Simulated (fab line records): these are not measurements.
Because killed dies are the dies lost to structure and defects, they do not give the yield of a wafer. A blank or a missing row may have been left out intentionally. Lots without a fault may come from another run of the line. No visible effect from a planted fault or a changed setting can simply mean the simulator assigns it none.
fab line records | flow n5Finfet
record: lots: 10 | wafers: 29 | lastDay: 17
route steps=1938 shown BEOL_M8@1354 PASSIVATION@1936
lots with no fault: from the same line, run without faults
startH: hours from the record's first day to the start of the lot's first wafer shown | waitH: how many hours have passed since the lot's step before this one | " as in the row above | L1.1+2: a row that stands for several wafers | - no value, or no start was given | * or withheld: withheld | < > ~ a bound
route shown NAME@n: names a module that has steps shown in the file, with the first one's number in the route | usual: mean/standard deviation taken from wafers without a fault | same: alike in all rows | chamber/n: place in a boat | sites: each site's reading | _std_site: their standard deviation | _edge_site: the outer-site mean with the inner-site mean subtracted | radiusMm: for every site, how far away it sits from the centre of the wafer | mask NAME#n: copy n | behind: the tool/chamber that last shaped the wafer | hold: why the lot went on hold/how many hours it stayed there/how the hold came to an end | device: names the non-switching transistor (n, p or np) | end of line: at the end of the route, the tests of the same wafers | a step without rows: its recipe alone | killed: dies lost to structure and defects at the first sort, not the wafer's yield | map: shows each die of a wafer: x if killed, . if not, _ if none is there
set.NAME: the setting the step ran with; set.NAME@STEP: the setting that earlier step ran with | model.NAME: the simulator's own value behind a step, which no gauge read
the route's steps for a sample of lots (tables are steps, rows are wafers)
services: from which hour (startH, from the record's first day; less than 0 if before it) a tool's chamber was out of use, for how many hours, and why
== steps ==
step: N5_BEOL_M8_STRIP_19
recipe: chemistry: O2 | powerW: 400 | tempC: 40 | pressureMtorr: 30 | rfFrequencyHz: 6e+07 | biasPowerW: 0 | overashFraction: 0.2 | o2FlowSccm: 225
usual: drypumpMotorCurrentA: 5.6/0.59 | oesProductAu: 0.81/0.088 | rfVppV: 3.7/0.53 | showerheadPlenumPTorr: 2.12/0.077 | throttleValvePct: 16.68/0.15
lot.wafer | tool       | chamber | startH | waitH | drypumpMotorCurrentA | oesProductAu | rfHoursCounterH | rfVppV | showerheadPlenumPTorr | throttleValvePct
L274.1    | rieDiel-06 | 2       | 200.37 | 0.1   | 5.1                  | 0.78         | 98              | 4.5    | 2.23                  | 16.51
L274.3    | "          | 3       | "      | "     | 5.8                  | 0.81         | 105             | 3.0    | 2.11                  | 16.68
L274.5    | "          | 1       | "      | "     | 4.8                  | 0.68         | -               | 3.5    | 2.04                  | 16.75
L273.1    | rieDiel-06 | 1       | 213.75 | 0.1   | 4.8                  | 0.69         | 220             | 3.4    | 2.04                  | 16.74
L273.3    | "          | 3       | "      | "     | 5.9                  | 0.80         | 110             | 3.2    | 2.11                  | 16.69
L273.5    | "          | 3       | "      | "     | 5.8                  | 0.81         | -               | 3.3    | 2.11                  | 16.70
L278.1    | rieDiel-04 | 0       | 237.23 | 0.2   | 6.7                  | 0.72         | 205             | 4.1    | 2.14                  | 16.66
L278.3    | "          | 3       | "      | "     | 6.2                  | 0.76         | 146             | 3.7    | 2.01                  | 16.92
L278.5    | "          | 3       | "      | "     | 6.2                  | 0.75         | -               | 3.6    | 2.01                  | 16.92
L284.1    | rieDiel-04 | 1       | 273.80 | 0.1   | 5.9                  | 0.95         | 11              | 3.7    | 2.17                  | 16.93
L284.3    | "          | 3       | "      | "     | 6.2                  | 0.75         | 159             | 2.9    | 2.00                  | 16.95
L284.4    | "          | 0       | "      | "     | 6.7                  | 0.71         | 217             | 3.5    | 2.14                  | 16.69
L288.1    | rieDiel-04 | 3       | 287.99 | 0.1   | 6.2                  | 0.73         | 164             | 3.6    | 2.00                  | 16.94
L288.2    | "          | 1       | "      | "     | 5.9                  | 0.93         | 17              | 4.4    | 2.16                  | 16.94
L288.5    | "          | 2       | "      | "     | 5.6                  | 0.89         | -               | 3.2    | 2.03                  | 16.51
L289.2    | rieDiel-05 | 2       | 293.48 | 0.1   | 5.3                  | 0.81         | 96              | 2.9    | 2.12                  | 16.42
L289.3    | "          | 0       | "      | "     | 4.8                  | 0.89         | 35              | 4.7    | 2.25                  | 16.69
L289.4    | "          | 2       | "      | "     | 5.3                  | 0.82         | -               | 3.1    | 2.12                  | 16.42
L291.2    | rieDiel-04 | 1       | 317.07 | 0.3   | 5.9                  | 0.89         | 30              | 3.7    | 2.16                  | 16.95
L291.4    | "          | 0       | "      | "     | 6.7                  | 0.69         | 235             | 4.0    | 2.13                  | 16.71
L291.5    | "          | 1       | "      | "     | 5.9                  | 0.90         | -               | 2.6    | 2.16                  | 16.94
L293.1    | rieDiel-05 | 2       | 326.40 | 0.1   | 5.3                  | 0.80         | 112             | 4.3    | 2.11                  | 16.42
L293.3    | "          | 0       | "      | "     | 4.8                  | 0.89         | 46              | 4.4    | 2.24                  | 16.71
L293.4    | "          | 2       | "      | "     | 5.3                  | 0.79         | -               | 4.3    | 2.11                  | 16.42
L294.1    | rieDiel-04 | 0       | 331.87 | 0.1   | 6.7                  | 0.69         | 239             | 3.6    | 2.13                  | 16.70
L294.3    | "          | 2       | "      | "     | 5.7                  | 0.87         | 60              | 4.3    | 2.02                  | 16.54
L294.4    | "          | 3       | "      | "     | 6.2                  | 0.72         | 181             | 3.4    | 1.99                  | 16.99
L295.5    | rieDiel-05 | 0       | 331.88 | 0.3   | 4.8                  | 0.87         | -               | 3.1    | 2.24                  | 16.70
L295.6    | "          | 1       | "      | "     | 5.3                  | 0.84         | -               | 2.8    | 2.20                  | 16.70
step: N5_BEOL_M8_ETCH_66
recipe: chemistry: N2/H2 | target: SOC | targetDepthA: 800 | overetchA: 160 | maskMaterial: SiARC | tempC: 40 | timeS: 120 | ionEnergyEv: 200 | pressureMtorr: 30 | sourceW: 840 | biasW: 150 | n2FlowSccm: 200 | h2FlowSccm: 200
usual: drypumpMotorCurrentA: 5.4/0.51 | oesProductAu: 0.63/0.062 | rfVppV: 525.4/2.5 | showerheadPlenumPTorr: 2.60/0.085 | throttleValvePct: 17.79/0.19
same: timeS: 120
lot.wafer | tool       | chamber | startH | waitH | drypumpMotorCurrentA | oesProductAu | rfHoursCounterH | rfVppV | showerheadPlenumPTorr | throttleValvePct
L274.1    | rieDiel-06 | 1       | 202.30 | 0.0   | 4.8                  | 0.54         | 216             | 520.7  | 2.50                  | 17.90
L274.3    | "          | 2       | "      | "     | 5.1                  | 0.60         | 98              | 527.7  | 2.68                  | 17.67
L274.5    | "          | 1       | "      | "     | 4.8                  | 0.54         | -               | 522.0  | 2.50                  | 17.90
L273.1    | rieDiel-06 | 3       | 215.66 | 0.0   | 5.9                  | 0.59         | 110             | 524.0  | 2.57                  | 17.82
L273.3    | "          | 2       | "      | "     | 5.1                  | 0.60         | 103             | 527.5  | 2.68                  | 17.67
L273.5    | "          | 1       | "      | "     | 4.8                  | 0.54         | -               | 523.3  | 2.50                  | 17.91
L278.1    | rieDiel-06 | 0       | 241.23 | 0.0   | 6.2                  | 0.74         | 3               | 522.3  | 2.51                  | 17.82
L278.3    | "          | 3       | "      | "     | 5.9                  | 0.60         | 120             | 524.0  | 2.56                  | 17.83
L278.5    | "          | 3       | "      | "     | 5.9                  | 0.59         | -               | 524.1  | 2.56                  | 17.81
L284.1    | rieDiel-05 | 2       | 274.50 | 0.0   | 5.3                  | 0.62         | 87              | 525.9  | 2.56                  | 17.47
L284.3    | "          | 0       | "      | "     | 4.8                  | 0.70         | 26              | 526.8  | 2.71                  | 17.75
L284.4    | "          | 1       | "      | "     | 5.3                  | 0.67         | -               | 528.2  | 2.71                  | 17.96
L288.1    | rieDiel-05 | 1       | 288.57 | 0.0   | 5.3                  | 0.67         | 42              | 528.3  | 2.70                  | 17.97
L288.2    | "          | 0       | "      | "     | 4.8                  | 0.69         | 32              | 529.0  | 2.70                  | 17.78
L288.5    | "          | 2       | "      | "     | 5.3                  | 0.61         | -               | 524.7  | 2.56                  | 17.48
L289.2    | rieDiel-04 | 0       | 294.45 | 0.0   | 6.7                  | 0.55         | 225             | 525.4  | 2.62                  | 17.95
L289.3    | "          | 2       | "      | "     | 5.7                  | 0.67         | 42              | 521.7  | 2.47                  | 17.66
L289.4    | "          | 3       | "      | "     | 6.2                  | 0.57         | 165             | 521.5  | 2.43                  | 18.22
L291.2    | rieDiel-06 | 3       | 318.28 | 0.0   | 5.9                  | 0.56         | 150             | 523.4  | 2.55                  | 17.87
L291.4    | "          | 2       | "      | "     | 5.1                  | 0.57         | -               | 527.0  | 2.66                  | 17.74
L291.5    | "          | 3       | "      | "     | 5.9                  | 0.57         | -               | 524.3  | 2.55                  | 17.86
L293.1    | rieDiel-06 | 3       | 328.69 | 0.0   | 5.9                  | 0.57         | 156             | 523.0  | 2.55                  | 17.89
L293.3    | "          | 0       | "      | "     | 6.3                  | 0.68         | 25              | 521.7  | 2.50                  | 17.86
L293.4    | "          | 2       | "      | "     | 5.1                  | 0.57         | 148             | 527.2  | 2.66                  | 17.77
L294.1    | rieDiel-05 | 1       | 332.76 | 0.0   | 5.3                  | 0.64         | 64              | 529.0  | 2.69                  | 18.01
L294.3    | "          | 0       | "      | "     | 4.8                  | 0.67         | 50              | 528.0  | 2.70                  | 17.80
L294.4    | "          | 2       | "      | "     | 5.3                  | 0.60         | -               | 522.9  | 2.55                  | 17.52
L295.5    | rieDiel-06 | 0       | 334.39 | 0.0   | 6.3                  | 0.69         | -               | 522.6  | 2.50                  | 17.86
L295.6    | "          | 3       | "      | "     | 5.9                  | 0.57         | -               | 525.1  | 2.54                  | 17.90
step: N5_BEOL_M8_STRIP_36
recipe: chemistry: N2/H2 | powerW: 450 | tempC: 40 | pressureMtorr: 20 | rfFrequencyHz: 6e+07 | overashFraction: 0.3 | biasPowerW: 7 | h2Frac: 0.5 | n2FlowSccm: 200 | h2FlowSccm: 200
usual: drypumpMotorCurrentA: 5.4/0.51 | oesProductAu: 0.83/0.083 | rfVppV: 59.2/1.4 | showerheadPlenumPTorr: 2.60/0.085 | throttleValvePct: 23.65/0.22
lot.wafer | tool       | chamber | startH | waitH | drypumpMotorCurrentA | oesProductAu | rfHoursCounterH | rfVppV | showerheadPlenumPTorr | throttleValvePct
L274.1    | rieDiel-06 | 1       | 202.45 | 0.0   | 4.8                  | 0.68         | 216             | 58.8   | 2.50                  | 23.57
L274.3    | "          | 2       | "      | "     | 5.1                  | 0.78         | 99              | 57.1   | 2.68                  | 23.62
L274.5    | "          | 1       | "      | "     | 4.8                  | 0.69         | -               | 59.3   | 2.50                  | 23.58
L273.1    | rieDiel-06 | 3       | 215.81 | 0.0   | 5.9                  | 0.81         | 110             | 59.4   | 2.56                  | 23.57
L273.3    | "          | 2       | "      | "     | 5.1                  | 0.78         | 103             | 59.7   | 2.68                  | 23.60
L273.5    | "          | 1       | "      | "     | 4.8                  | 0.69         | -               | 60.4   | 2.49                  | 23.58
L278.1    | rieDiel-06 | 0       | 241.39 | 0.0   | 6.2                  | 0.97         | 3               | 58.0   | 2.50                  | 23.64
L278.3    | "          | 3       | "      | "     | 5.9                  | 0.79         | 120             | 59.0   | 2.56                  | 23.57
L278.5    | "          | 3       | "      | "     | 5.9                  | 0.79         | -               | 60.1   | 2.56                  | 23.59
L284.1    | rieDiel-05 | 2       | 274.66 | 0.0   | 5.3                  | 0.82         | 87              | 56.8   | 2.56                  | 23.27
L284.3    | "          | 0       | "      | "     | 4.8                  | 0.91         | 26              | 60.3   | 2.70                  | 23.70
L284.4    | "          | 1       | "      | "     | 5.3                  | 0.88         | -               | 57.4   | 2.70                  | 23.93
L288.1    | rieDiel-05 | 1       | 288.73 | 0.0   | 5.3                  | 0.86         | 42              | 59.0   | 2.70                  | 23.96
L288.2    | "          | 0       | "      | "     | 4.8                  | 0.92         | 32              | 59.3   | 2.70                  | 23.70
L288.5    | "          | 2       | "      | "     | 5.3                  | 0.82         | -               | 58.4   | 2.55                  | 23.29
L289.2    | rieDiel-04 | 0       | 294.60 | 0.0   | 6.7                  | 0.70         | 225             | 60.9   | 2.62                  | 23.66
L289.3    | "          | 2       | "      | "     | 5.7                  | 0.89         | 42              | 58.3   | 2.47                  | 23.51
L289.4    | "          | 3       | "      | "     | 6.2                  | 0.74         | 165             | 57.0   | 2.42                  | 24.21
L291.2    | rieDiel-06 | 3       | 318.51 | 0.0   | 5.9                  | 0.76         | 150             | 60.3   | 2.54                  | 23.64
L291.4    | "          | 2       | "      | "     | 5.1                  | 0.75         | -               | 60.3   | 2.66                  | 23.66
L291.5    | "          | 3       | "      | "     | 5.9                  | 0.75         | -               | 59.0   | 2.54                  | 23.63
L293.1    | rieDiel-06 | 3       | 328.85 | 0.0   | 5.9                  | 0.75         | 156             | 58.7   | 2.54                  | 23.66
L293.3    | "          | 0       | "      | "     | 6.2                  | 0.90         | 25              | 57.8   | 2.49                  | 23.70
L293.4    | "          | 2       | "      | "     | 5.1                  | 0.75         | 148             | 58.7   | 2.66                  | 23.67
L294.1    | rieDiel-05 | 1       | 332.91 | 0.0   | 5.3                  | 0.85         | 65              | 60.1   | 2.69                  | 23.98
L294.3    | "          | 0       | "      | "     | 4.8                  | 0.87         | 50              | 58.9   | 2.69                  | 23.76
L294.4    | "          | 2       | "      | "     | 5.3                  | 0.79         | -               | 58.7   | 2.55                  | 23.32
L295.5    | rieDiel-06 | 0       | 334.52 | 0.0   | 6.2                  | 0.90         | -               | 60.5   | 2.49                  | 23.71
L295.6    | "          | 3       | "      | "     | 5.8                  | 0.76         | -               | 57.9   | 2.54                  | 23.66
step: N5_BEOL_M8_ETCH_41
recipe: chemistry: CH3F/O2 | target: SiCN | targetDepthA: 319 | taperDeg: 2 | timeS: 57.8 | ionEnergyEv: 120 | maskMaterial: TiN | pressureMtorr: 30 | sourceW: 395 | biasW: 75 | Ar_flow_sccm: 150 | CH3F_flow_sccm: 30 | O2_flow_sccm: 20
usual: O2_flow_sccm: 20.00/0.063 | drypumpMotorCurrentA: 5.4/0.51 | oesProductAu: 0.83/0.09 | rfVppV: 298.1/1.6 | showerheadPlenumPTorr: 2.04/0.073 | throttleValvePct: 16.26/0.22
same: timeS: 57.8
lot.wafer | tool       | chamber | startH | waitH | O2_flow_sccm | drypumpMotorCurrentA | oesProductAu | rfHoursCounterH | rfVppV | showerheadPlenumPTorr | throttleValvePct
L274.1    | rieDiel-06 | 1       | 202.52 | -     | 20.04        | 4.8                  | 0.69         | 216             | 295.4  | 1.96                  | 16.45
L274.3    | "          | 2       | "      | "     | 20.11        | 5.1                  | 0.77         | 99              | 299.4  | 2.13                  | 16.19
L274.5    | "          | 1       | "      | "     | 20.09        | 4.8                  | 0.70         | -               | 296.6  | 1.96                  | 16.46
L273.1    | rieDiel-06 | 3       | 215.89 | -     | 19.91        | 5.9                  | 0.78         | 110             | 296.6  | 2.00                  | 16.25
L273.3    | "          | 2       | "      | "     | 19.98        | 5.1                  | 0.77         | 103             | 299.3  | 2.13                  | 16.19
L273.5    | "          | 1       | "      | "     | 19.95        | 4.8                  | 0.69         | -               | 297.4  | 1.96                  | 16.46
L278.1    | rieDiel-06 | 0       | 241.46 | -     | 20.06        | 6.2                  | 1.40         | 3               | 297.0  | 1.95                  | 16.21
L278.3    | "          | 3       | "      | "     | 19.99        | 5.9                  | 0.77         | 120             | 298.6  | 2.00                  | 16.31
L278.5    | "          | 3       | "      | "     | 20.03        | 5.9                  | 0.78         | -               | 297.8  | 2.00                  | 16.29
L284.1    | rieDiel-05 | 2       | 274.73 | -     | 20.03        | 5.3                  | 0.82         | 87              | 297.9  | 1.99                  | 15.88
L284.3    | "          | 0       | "      | "     | 20.04        | 4.8                  | 0.95         | 26              | 300.1  | 2.14                  | 16.32
L284.4    | "          | 1       | "      | "     | 19.83        | 5.3                  | 0.90         | -               | 299.7  | 2.11                  | 16.30
L288.1    | rieDiel-05 | 1       | 288.80 | -     | 20.03        | 5.3                  | 0.88         | 42              | 300.3  | 2.10                  | 16.31
L288.2    | "          | 0       | "      | "     | 20.11        | 4.8                  | 0.94         | 32              | 297.8  | 2.14                  | 16.31
L288.5    | "          | 2       | "      | "     | 20.01        | 5.3                  | 0.82         | -               | 297.9  | 1.99                  | 15.89
L289.2    | rieDiel-04 | 0       | 294.67 | -     | 20.05        | 6.7                  | 0.70         | 225             | 299.0  | 2.06                  | 16.42
L289.3    | "          | 2       | "      | "     | 19.99        | 5.7                  | 0.87         | 42              | 294.5  | 1.93                  | 16.11
L289.4    | "          | 3       | "      | "     | 20.04        | 6.2                  | 0.73         | 165             | 295.9  | 1.93                  | 16.72
L291.2    | rieDiel-06 | 3       | 318.61 | -     | 20.07        | 5.9                  | 0.75         | 150             | 297.7  | 1.99                  | 16.37
L291.4    | "          | 2       | "      | "     | 20.01        | 5.1                  | 0.74         | -               | 299.4  | 2.11                  | 16.26
L291.5    | "          | 3       | "      | "     | 20.02        | 5.9                  | 0.74         | -               | 296.8  | 1.99                  | 16.34
L293.1    | rieDiel-06 | 3       | 328.92 | -     | 20.03        | 5.9                  | 0.74         | 156             | 296.1  | 1.99                  | 16.37
L293.3    | "          | 0       | "      | "     | 20.10        | 6.2                  | 0.89         | 25              | 298.2  | 1.94                  | 16.27
L293.4    | "          | 2       | "      | "     | 19.96        | 5.1                  | 0.73         | 148             | 300.3  | 2.11                  | 16.26
L294.1    | rieDiel-05 | 1       | 332.98 | -     | 19.95        | 5.3                  | 0.85         | 65              | 299.9  | 2.10                  | 16.35
L294.3    | "          | 0       | "      | "     | 20.04        | 4.8                  | 0.91         | 50              | 300.3  | 2.13                  | 16.35
L294.4    | "          | 2       | "      | "     | 20.05        | 5.3                  | 0.79         | -               | 298.2  | 1.98                  | 15.92
L295.5    | rieDiel-06 | 0       | 334.60 | -     | 20.03        | 6.2                  | 0.89         | -               | 296.8  | 1.94                  | 16.27
L295.6    | "          | 3       | "      | "     | 19.92        | 5.9                  | 0.74         | -               | 297.8  | 1.99                  | 16.36
step: N5_PASSIVATION_PROBE_49
usual: defectLimitedYield: 91.4/1.5 | killed_at_M0_to_M3: 36/11 | killed_at_M4_up: 14/6 | killedAtContacts: 11/6 | killedAtFrontEnd: 37/11 | killedAtOther: 4/3.4 | killedDies: 102/18 | killedOpen: 66/13 | killedShort: 34/7.8 | sort_bin_5_function: 5.0/0.97 | sort_bin_6_memory: 3.2/0.7 | sort_bin_8_speed: 0.0/0.38 | sortNPass: 1078/19 | sortYieldPct: 91.3/1.6
same: grossDies: 1180 | killedAtBackSide: 0 | sort_bin_4_leakage[%]: 0
lot.wafer | tool      | chamber | startH | waitH | defectLimitedYield[%] | killed_at_M0_to_M3 | killed_at_M4_up | killedAtContacts | killedAtFrontEnd | killedAtOther | killedDies | killedOpen | killedShort | sort_bin_5_function[%] | sort_bin_6_memory[%] | sort_bin_8_speed[%] | sortNPass | sortYieldPct[%]
L284.1    | prober-02 | -       | 344.63 | 0.8   | 92.6                  | 34                 | 17              | 4                | 25               | 7             | 87         | 47         | 39          | 4.5                    | 2.5                  | 0                   | 1093      | 92.6
L284.3    | prober-02 | -       | 344.73 | 0.9   | 92.5                  | 36                 | 14              | 6                | 31               | 2             | 89         | 48         | 41          | 3.6                    | 3.7                  | 0                   | 1091      | 92.5
L284.4    | prober-02 | -       | 344.78 | 0.9   | 89.1                  | 39                 | 19              | 7                | 61               | 3             | 129        | 78         | 49          | 6.5                    | 3.9                  | 0                   | 1051      | 89.1
killed by level:class
L284.1 BEOL_M4:geometricParticle:open=10 BEOL_M3:geometricParticle:short=8 FIN_SAQP:geometricParticle:open=7 FIN_SAQP:geometricParticle:short=5 BEOL_M0_SAQP:geometricParticle:open=5 BEOL_M0_SAQP:geometricParticle:short=5 BEOL_M3:geometricParticle:open=5 BEOL_M1:geometricParticle:open=4
L284.3 BEOL_M0_SAQP:geometricParticle:short=11 BEOL_M0_SAQP:geometricParticle:open=8 FIN_SAQP:geometricParticle:open=7 FIN_SAQP:geometricParticle:short=6 STI_FIN_REVEAL:geometricParticle:open=5 MOL_CONTACT_COAG:geometricParticle:open=5 BEOL_M1:geometricParticle:open=5 GATE_CUT:geometricParticle:short=4
L284.4 FIN_SAQP:geometricParticle:open=24 FIN_SAQP:geometricParticle:short=13 BEOL_M0_SAQP:geometricParticle:short=13 BEOL_M0_SAQP:geometricParticle:open=12 BEOL_M4:geometricParticle:open=12 GATE_CUT:geometricParticle:short=7 MOL_CONTACT_COAG:geometricParticle:open=6 BEOL_M4:geometricParticle:short=6
== services ==
tool       | chamber | startH | hours | kind
rieDiel-06 | 0       | 197.25 | -     | clean
rieDiel-06 | 0       | 197.25 | -     | consumableReplace:focusRing
rieDiel-06 | 0       | 197.25 | 35.3  | scheduledDown
rieDiel-06 | 0       | 197.25 | 35.3  | ventCycle
rieDiel-05 | 0       | 200.40 | -     | clean
rieDiel-05 | 0       | 200.40 | -     | consumableReplace:focusRing
rieDiel-05 | 0       | 200.40 | -     | consumableReplace:showerhead
rieDiel-05 | 0       | 200.40 | 14.8  | scheduledDown
rieDiel-05 | 0       | 200.40 | 14.8  | ventCycle
rieDiel-04 | 1       | 214.39 | -     | clean
rieDiel-04 | 1       | 214.39 | -     | consumableReplace:focusRing
rieDiel-04 | 1       | 214.39 | 16.8  | scheduledDown
rieDiel-04 | 1       | 214.39 | 16.8  | ventCycle
rieDiel-04 | 1       | 235.62 | 8.8   | repair
rieDiel-05 | 3       | 239.05 | 115.1 | repair
rieDiel-06 | 1       | 300.87 | -     | clean
rieDiel-06 | 1       | 300.87 | -     | consumableReplace:focusRing
rieDiel-06 | 1       | 300.87 | 19.6  | scheduledDown
rieDiel-06 | 1       | 300.87 | 19.6  | ventCycle
== key ==
firstSign: step: N5_BEOL_M8_ETCH_41 | reading: oesProductAu | direction: up | sigmas: 6.4 | usual: 0.83 | struck: 1.40
effect none on later readings
metAt N5_BEOL_M8_ETCH_41
struckLots L278
struckWafers L278.1
notActingAt N5_BEOL_M8_STRIP_19,N5_BEOL_M8_ETCH_66,N5_BEOL_M8_STRIP_36
onsetBetween 215.89 241.46
fault: kind: processParameterDrift | tool: rieDiel-06 | chamber: - | onsetH: 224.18 | steps: N5_BEOL_M8_ETCH_41 | channel: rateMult | offset: 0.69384 | shape: step | endH: 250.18 | scope: struckWafersOnly
